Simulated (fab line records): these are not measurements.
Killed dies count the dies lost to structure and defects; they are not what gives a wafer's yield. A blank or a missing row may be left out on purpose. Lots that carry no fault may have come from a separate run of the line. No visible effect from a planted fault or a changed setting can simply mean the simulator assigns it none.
Which tool is to blame?	flow nand harc	72 wafers from 24 lots sampled at 6 of the route's 1159 steps

## WHAT THE GAUGES READ, wafer by wafer
NHARC_A_CONTACT_OVL_MEAS_43.
lot	measured	on	overlay x nm (nm)	overlay y nm (nm)
L074	day 16 08:29	overlay-02	0.7 0.2 0.1	-0.1 0.0 0.8
L075	day 16 08:44	overlay-02	0.5 0.6 -0.4	0.5 0.8 0.6
L076	day 17 01:17	overlay-01	-1.3 -0.8 -1.0	0.2 -0.2 0.2
L077	day 17 03:32	overlay-02	-0.4 0.1 0.0	0.7 0.2 0.2
L078	day 17 13:23	overlay-02	1.2 1.3 1.1	-0.2 0.5 0.1
L079	day 17 18:30	overlay-02	0.4 0.5 0.4	0.2 0.0 0.1
L080	day 18 05:23	overlay-02	1.1 1.1 0.7	-0.1 -0.3 0.8
L081	day 18 07:14	overlay-02	0.3 -0.3 -0.2	-1.4 -1.7 -1.3
L084	day 18 22:23	overlay-01	0.9 1.0 1.1	0.4 -0.4 0.1
L085	day 18 22:32	overlay-02	-0.5 -1.0 -0.5	-0.7 0.4 -0.6
L083	day 19 02:48	overlay-02	-0.8 -0.2 -0.5	-0.9 -1.0 -0.3
L082	day 19 03:35	overlay-02	-0.7 -1.1 -1.2	0.2 0.5 0.4
L087	day 19 15:17	overlay-02	-1.3 -1.7 -1.4	-1.6 -1.1 -0.9
L086	day 19 15:34	overlay-02	0.6 1.1 1.5	0.4 0.8 0.5
L088	day 20 07:50	overlay-01	-0.7 0.1 0.0	-1.0 -1.2 -0.8
L089	day 20 08:16	overlay-01	-0.5 -0.8 -1.7	1.2 0.8 1.0
L090	day 20 20:49	overlay-02	-1.8 -2.1 -1.7	0.1 0.3 0.8
L091	day 20 20:59	overlay-01	1.4 1.6 1.3	-1.6 -1.5 -1.6
L092	day 21 02:17	overlay-01	-0.4 0.2 -0.5	-2.0 -1.3 -1.1
L095	day 21 19:11	overlay-01	0.2 -0.2 0.0	-0.9 -1.0 -0.5
L093	day 21 19:22	overlay-02	1.0 1.3 1.0	0.4 -0.5 0.2
L094	day 21 23:17	overlay-01	-0.9 -1.1 -0.8	0.9 0.6 -0.1
L096	day 22 00:01	overlay-01	0.0 0.1 0.3	0.7 0.6 -0.2
L097	day 22 06:58	overlay-02	-0.8 -0.2 -0.3	-1.0 -1.0 -0.6

NHARC_A_CONTACT_CD_MEAS_53.
lot	measured	on	cd nm (nm)
L074	day 16 12:21	cd sem-03	189.2 189.3 188.9
L075	day 16 12:08	cd sem-01	190.7 189.8 189.3
L076	day 17 05:15	cd sem-03	190.3 190.2 190.5
L077	day 17 07:10	cd sem-01	190.6 190.1 190.9
L078	day 17 16:48	cd sem-01	190.8 189.5 190.2
L079	day 17 22:11	cd sem-03	190.1 190.3 189.0
L080	day 18 08:53	cd sem-02	190.4 190.5 190.1
L081	day 18 10:39	cd sem-03	188.9 188.3 189.4
L084	day 19 01:46	cd sem-01	190.7 190.7 190.6
L085	day 19 04:08	cd sem-03	187.3 187.7 187.6
L083	day 19 06:11	cd sem-02	187.6 188.5 187.7
L082	day 19 07:14	cd sem-01	189.8 189.6 189.5
L087	day 19 18:41	cd sem-01	190.3 190.8 190.9
L086	day 19 19:02	cd sem-03	188.5 188.1 188.4
L088	day 20 11:33	cd sem-03	189.5 188.5 189.1
L089	day 20 12:03	cd sem-01	189.9 188.6 189.1
L090	day 21 00:20	cd sem-02	189.3 189.2 189.7
L091	day 21 00:22	cd sem-03	189.6 189.6 189.4
L092	day 21 05:39	cd sem-03	189.5 188.7 188.7
L095	day 22 00:52	cd sem-01	189.9 190.4 190.3
L093	day 21 23:08	cd sem-01	191.1 190.7 190.2
L094	day 22 02:49	cd sem-02	190.1 190.1 190.0
L096	day 22 03:31	cd sem-02	190.6 190.0 189.4
L097	day 22 10:26	cd sem-03	188.5 189.5 188.6

NHARC_A_CONTACT_CD_MEAS_69: the cd target is 200 nm.
lot	measured	on	cd nm (nm)
L074	day 16 18:54	cd sem-03	200.6 200.2 200.2
L075	day 16 17:35	cd sem-02	201.0 201.9 200.6
L076	day 17 08:50	cd sem-03	200.4 201.0 200.1
L077	day 17 10:53	cd sem-02	199.8 200.2 199.9
L078	day 17 20:40	cd sem-03	199.4 199.4 199.6
L079	day 18 02:10	cd sem-02	200.2 200.7 201.4
L080	day 18 12:20	cd sem-03	200.9 200.6 200.8
L081	day 18 15:46	cd sem-03	199.6 200.3 200.3
L084	day 19 05:33	cd sem-03	199.6 201.0 200.0
L085	day 19 09:01	cd sem-03	200.6 200.7 201.0
L083	day 19 11:05	cd sem-03	200.0 200.0 200.1
L082	day 19 11:14	cd sem-01	201.2 200.8 201.0
L087	day 20 01:02	cd sem-01	200.7 200.4 200.6
L086	day 20 02:07	cd sem-01	199.5 200.0 200.2
L088	day 20 15:09	cd sem-01	201.0 200.1 200.4
L089	day 20 15:35	cd sem-03	200.0 200.5 200.5
L090	day 21 04:43	cd sem-01	200.1 199.6 200.3
L091	day 21 05:44	cd sem-02	200.2 201.1 200.7
L092	day 21 11:12	cd sem-01	200.5 200.4 200.5
L095	day 22 04:19	cd sem-03	200.1 200.3 201.0
L093	day 22 02:56	cd sem-01	199.6 199.7 200.0
L094	day 22 06:15	cd sem-03	201.0 200.4 200.7
L096	day 22 07:59	cd sem-01	200.7 199.6 200.1
L097	day 22 18:20	cd sem-01	201.2 200.8 200.8

## WHICH TOOL RAN EACH LOT (tool, then ch and the chambers of the sampled wafers, then the start)
lot	NHARC_A_CONTACT_ETCH_49	NHARC_A_CONTACT_ETCH_112	NHARC_A_CONTACT_ETCH_96
L074	rie diel-03 ch 2,3, day 16 10:29 or earlier	har cap etch-02 ch 0,1, day 16 10:29	rie diel-01 ch 0,2,3, day 16 12:21 or earlier
L075	rie diel-01 ch 0,2, day 16 10:20 or earlier	har cap etch-03 ch 0, day 16 10:20	rie diel-01 ch 0,1,3, day 16 12:08 or earlier
L076	rie diel-01 ch 0,3, day 17 01:38	har cap etch-03 ch 0,1, day 17 03:21	rie diel-01 ch 0,1, day 17 05:10
L077	rie diel-01 ch 0,1, day 17 05:20 or earlier	har cap etch-03 ch 0,1, day 17 05:20	rie diel-09 ch 0,1,2, day 17 07:10 or earlier
L078	rie diel-09 ch 0,1, day 17 14:58 or earlier	har cap etch-02 ch 0,1, day 17 14:58	rie diel-01 ch 0,1,3, day 17 16:43
L079	rie diel-01 ch 1,3, day 17 20:22 or earlier	har cap etch-02 ch 0,1, day 17 20:22	rie diel-01 ch 0,1, day 17 22:06
L080	rie diel-09 ch 0,2, day 18 07:04 or earlier	har cap etch-01 ch 0,1, day 18 07:04	rie diel-01 ch 1,2, day 18 08:53 or earlier
L081	rie diel-09 ch 1,2, day 18 08:49 or earlier	har cap etch-03 ch 0,1, day 18 08:49	rie diel-01 ch 0,1,3, day 18 10:39 or earlier
L084	rie diel-01 ch 1,2, day 18 23:57 or earlier	har cap etch-01 ch 0,1, day 18 23:57	rie diel-01 ch 0,1,2, day 19 01:46 or earlier
L085	rie diel-03 ch 1,2,3, day 19 02:11 or earlier	har cap etch-02 ch 0,1, day 19 02:11	rie diel-01 ch 1,3, day 19 04:08 or earlier
L083	rie diel-01 ch 0,1,3, day 19 04:23 or earlier	har cap etch-01 ch 0,1, day 19 04:23	rie diel-03 ch 0,2,3, day 19 06:11 or earlier
L082	rie diel-03 ch 0,2,3, day 19 05:25 or earlier	har cap etch-03 ch 0,1, day 19 05:25	rie diel-01 ch 1,2, day 19 07:14 or earlier
L087	rie diel-01 ch 1,2,3, day 19 16:53 or earlier	har cap etch-03 ch 0,1, day 19 16:53	rie diel-09 ch 1,2,3, day 19 18:41 or earlier
L086	rie diel-03 ch 1,2,3, day 19 17:13 or earlier	har cap etch-02 ch 0,1, day 19 17:13	rie diel-01 ch 1,2,3, day 19 19:02 or earlier
L088	rie diel-01 ch 0,2,3, day 20 09:36 or earlier	har cap etch-01 ch 0,1, day 20 09:36	rie diel-03 ch 1,2, day 20 11:33 or earlier
L089	rie diel-01 ch 1,2,3, day 20 10:07 or earlier	har cap etch-03 ch 0,1, day 20 10:07	rie diel-03 ch 0,3, day 20 12:03 or earlier
L090	rie diel-01 ch 0,1,2, day 20 22:23 or earlier	har cap etch-02 ch 0,1, day 20 22:23	rie diel-01 ch 0,1,2, day 21 00:15
L091	rie diel-03 ch 0,1,3, day 20 22:32 or earlier	har cap etch-01 ch 0,1, day 20 22:32	rie diel-09 ch 1,2,3, day 21 00:22 or earlier
L092	rie diel-09 ch 0,2,3, day 21 03:50 or earlier	har cap etch-03 ch 0,1, day 21 03:50	rie diel-03 ch 0,2,3, day 21 05:39 or earlier
L095	rie diel-09 ch 0,1,2, day 21 23:04 or earlier	har cap etch-02 ch 0,1, day 21 23:04	rie diel-01 ch 0,1,2, day 22 00:52 or earlier
L093	rie diel-03 ch 0,1,3, day 21 21:19 or earlier	har cap etch-01 ch 0,1, day 21 21:19	rie diel-01 ch 1,3, day 21 23:08 or earlier
L094	rie diel-09 ch 0,2,3, day 22 01:01 or earlier	har cap etch-01 ch 0,1, day 22 01:01	rie diel-01 ch 0,1,2, day 22 02:49 or earlier
L096	rie diel-03 ch 0,1,2, day 22 01:37 or earlier	har cap etch-03 ch 1, day 22 01:37	rie diel-09 ch 0,1, day 22 03:31 or earlier
L097	rie diel-01 ch 0,1,3, day 22 08:34 or earlier	har cap etch-02 ch 0,1, day 22 08:34	rie diel-03 ch 0,1, day 22 10:22
- NHARC_A_CONTACT_ETCH_49: etches the open film in N2/H2, target depth 260 nm, time 475.3 s.
- NHARC_A_CONTACT_ETCH_112: etches the open film in C4F8/O2/Ar, time 94 s, target depth 922 nm.
- NHARC_A_CONTACT_ETCH_96: etches the open film in C4F6/O2, target depth 20 nm, time 10 s.

## WHAT THE TOOLS THEMSELVES READ (means of the sampled wafers that have a number; where no wafer has one, the mark that the record gives instead)
NHARC_A_CONTACT_ETCH_49.
lot	tool	drypump motor current A (A)	n2 flow sccm (sccm)	oes product au (a.u.)	rf vpp V (V)	showerhead plenum p Torr (Torr)	throttle valve pct (%)
L074	rie diel-03	5.2	150.1	1.001	431	2.08	14.178
L075	rie diel-01	5.7	150.1	1.003	434	2.14	14.177
L076	rie diel-01	5.9	150.2	0.999	433	2.14	14.172
L077	rie diel-01	6.0	150.1	0.990	431	2.02	14.162
L078	rie diel-09	5.5	149.9	1.003	428	1.95	14.168
L079	rie diel-01	6.1	149.7	1.000	429	1.98	14.172
L080	rie diel-09	6.1	149.6	0.994	432	2.08	14.171
L081	rie diel-09	5.4	150.1	1.000	431	2.02	14.159
L084	rie diel-01	5.9	149.8	0.991	429	1.95	14.171
L085	rie diel-03	5.1	149.8	1.004	431	2.06	14.180
L083	rie diel-01	6.0	150.2	0.999	430	2.04	14.168
L082	rie diel-03	5.4	150.3	1.003	431	2.04	14.178
L087	rie diel-01	5.9	149.9	1.002	428	1.97	14.169
L086	rie diel-03	5.1	150.1	1.001	431	2.06	14.164
L088	rie diel-01	5.8	150.3	0.996	432	2.07	14.174
L089	rie diel-01	6.0	149.9	0.996	428	1.97	14.168
L090	rie diel-01	5.8	149.8	0.988	430	2.04	14.172
L091	rie diel-03	5.2	150.1	1.004	430	2.02	14.161
L092	rie diel-09	5.8	149.9	0.999	431	2.09	14.177
L095	rie diel-09	5.7	150.2	0.997	429	2.01	14.172
L093	rie diel-03	5.3	149.9	1.001	430	2.02	14.172
L094	rie diel-09	5.9	150.0	1.000	432	2.09	14.170
L096	rie diel-03	5.2	150.1	1.000	432	2.11	14.172
L097	rie diel-01	6.0	150.2	0.989	432	2.04	14.175

NHARC_A_CONTACT_ETCH_96.
lot	tool	drypump motor current A (A)	oes product au (a.u.)	rf vpp V (V)	showerhead plenum p Torr (Torr)	throttle valve pct (%)
L074	rie diel-01	5.8	1.002	548	3.98	26.912
L075	rie diel-01	6.0	0.945	547	3.94	26.902
L076	rie diel-01	5.8	0.971	549	4.06	26.907
L077	rie diel-09	5.7	0.972	547	3.89	26.907
L078	rie diel-01	6.0	0.996	547	3.94	26.906
L079	rie diel-01	5.8	0.943	550	4.06	26.904
L080	rie diel-01	5.8	0.986	544	3.80	26.910
L081	rie diel-01	6.0	0.997	547	3.93	26.896
L084	rie diel-01	5.8	0.933	547	3.92	26.905
L085	rie diel-01	6.1	0.991	545	3.77	26.905
L083	rie diel-03	5.4	0.991	548	3.93	26.902
L082	rie diel-01	5.8	0.998	545	3.80	26.910
L087	rie diel-09	5.4	1.006	546	3.91	26.901
L086	rie diel-01	6.0	0.992	545	3.80	26.900
L088	rie diel-03	4.9	0.971	549	4.08	26.901
L089	rie diel-03	5.5	0.995	543	3.76	26.900
L090	rie diel-01	5.8	0.981	547	3.92	26.907
L091	rie diel-09	5.4	1.006	547	3.91	26.899
L092	rie diel-03	5.4	0.953	546	3.92	26.894
L095	rie diel-01	5.8	0.990	546	3.92	26.904
L093	rie diel-01	6.1	0.995	544	3.81	26.915
L094	rie diel-01	5.8	0.997	547	3.92	26.903
L096	rie diel-09	5.5	0.998	544	3.75	26.908
L097	rie diel-03	5.0	0.973	549	4.01	26.907

## THE ANSWER, worked out from the rows above alone
Rule: the usual values come from the lots themselves. The widest of any qualifying gaps counts: lots, ordered by their means at a reading, are off when they make up no more than a third of the lots, leave a main group of 4 or more, and stand apart from it by 3 or more times the standard deviation of that group's means. Not used: any main group whose means are identical at the precision the tables above print for the reading. Also off: a lot with no number at a reading for which 4 or more lots have one. Where the step has rows for the other lots, those lots are counted as sound. Order of review: gauges by route order, followed by the tools' own readings, for which a lot's mean as printed above is used. At the first step where some lot is off, the reading lying furthest off is the one used; lots without a number count as furthest.
None of the lots is off at any reading shown; this tells nothing.

## WHAT THE SIMULATOR HAD PUT IN
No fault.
